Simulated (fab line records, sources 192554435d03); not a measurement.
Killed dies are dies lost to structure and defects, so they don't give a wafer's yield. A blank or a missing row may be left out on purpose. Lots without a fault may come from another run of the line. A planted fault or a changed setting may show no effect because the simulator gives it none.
Chamber matching | flow n5_finfet | N5_SDB_DESCUM_16 on rie_diel-04: 4 sister chambers
The step chemistry O2, time 7.9 s. 8 wafers are shown with their chamber, then 10 later ones without.

WAFERS WITH THEIR CHAMBER
wafer  | chamber | throttle_valve_pct (%) | drypump_motor_current_A (A)
L085.2 | 3       | 20.82                  | 5.6
L086.3 | 3       | 20.83                  | 5.6
L086.5 | 2       | 20.02                  | 6.0
L090.2 | 0       | 20.37                  | 5.3
L090.3 | 1       | 20.49                  | 5.5
L090.5 | 0       | 20.37                  | 5.3
L092.2 | 2       | 20.04                  | 5.9
L092.4 | 1       | 20.51                  | 5.5

WAFERS WITHOUT THEIR CHAMBER
wafer  | throttle_valve_pct (%) | drypump_motor_current_A (A)
L092.5 | 20.35                  | 5.3
L094.2 | 20.05                  | 6.0
L094.3 | 20.38                  | 5.3
L094.5 | 20.39                  | 5.3
L095.1 | 20.05                  | 6.0
L095.4 | 20.06                  | 6.0
L095.6 | 20.37                  | 5.3
L096.2 | 20.07                  | 6.0
L096.4 | 20.53                  | 5.6
L096.5 | 20.55                  | 5.5

WHICH CHAMBER EACH WENT THROUGH
wafer  | from the rows above | in truth
L092.5 | 0                   | 0
L094.2 | 2                   | 2
L094.3 | 0                   | 0
L094.5 | 0                   | 0
L095.1 | 2                   | 2
L095.4 | 2                   | 2
L095.6 | 0                   | 0
L096.2 | 2                   | 2
L096.4 | 1                   | 1
L096.5 | 1                   | 1
Placed correctly: 10 of 10. Can't be placed from these rows: 0. Placed wrongly: 0.
How it was worked out, from the rows above alone: a wafer's distance from a chamber is the root of the sum, over the readings, of the square of ((its reading less the chamber's mean) divided by the reading's scatter). The wafer belongs to the nearest chamber; if the next one is less than 2 further off, it can't be placed. A chamber's mean is the mean of its shown wafers. The scatter: the root of (the sum of the squares of (reading less its chamber's mean) over the shown wafers, divided by (wafers less chambers)).
